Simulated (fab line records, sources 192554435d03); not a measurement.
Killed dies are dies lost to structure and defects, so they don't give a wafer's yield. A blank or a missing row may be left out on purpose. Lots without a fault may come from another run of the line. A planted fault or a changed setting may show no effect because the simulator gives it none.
Which tool did it? | flow n5_finfet | 10 lots, 28 wafers sampled, at 1 step of a route of 1938

WHAT THE GAUGES READ, wafer by wafer
N5_BEOL_M12_OVL_MEAS_29.
lot  | measured     | on         | M12_OVL (nm)
L982 | day 10 20:08 | overlay-01 | 5 0 4
L984 | day 12 00:55 | overlay-01 | -7 -9 -12
L986 | day 12 08:01 | overlay-02 | 8 -3 -5
L987 | day 12 13:01 | overlay-01 | -6 -3 -7
L990 | day 13 04:20 | overlay-02 | 5 5
L991 | day 13 12:40 | overlay-01 | -8 -5
L996 | day 14 10:11 | overlay-01 | -2 10 0
L997 | day 15 05:44 | overlay-01 | 3 4 7
L998 | day 15 15:19 | overlay-02 | 11 -3 2
L102 | day 16 06:17 | overlay-02 | -12 -9 -4

WHICH TOOL RAN EACH LOT (tool, then ch and the chambers of the sampled wafers, then the start)
The record holds no process step before these readings.

WHAT THE TOOLS THEMSELVES READ (means of the sampled wafers that have a number; where no wafer has one, the mark that the record gives instead)
The record holds no such reading with a usual standard deviation.

THE ANSWER, worked out from the rows above alone
Rule: what is usual is taken from the lots themselves. Put in order of their means at a reading, lots are off if they are a third of the lots or fewer, leave a main group of 4 or more, and stand apart from it by a gap of 3 or more times the standard deviation of the main group's means; of several such gaps the widest counts. A main group whose means are all the same, to the digits that the tables above print for the reading, isn't used. A lot without any number at a reading at which 4 lots or more have one is off too. The other lots that the step has rows for count as sound. The gauges are gone through in route order, then the tools' own readings, and for those a lot's mean is taken as printed above. The first step at which some lot is off is used, and at that step the reading that is off furthest; a lot without a number counts as furthest.
No lot is off at any reading shown: from this, nothing can be told.

WHAT THE SIMULATOR HAD PUT IN
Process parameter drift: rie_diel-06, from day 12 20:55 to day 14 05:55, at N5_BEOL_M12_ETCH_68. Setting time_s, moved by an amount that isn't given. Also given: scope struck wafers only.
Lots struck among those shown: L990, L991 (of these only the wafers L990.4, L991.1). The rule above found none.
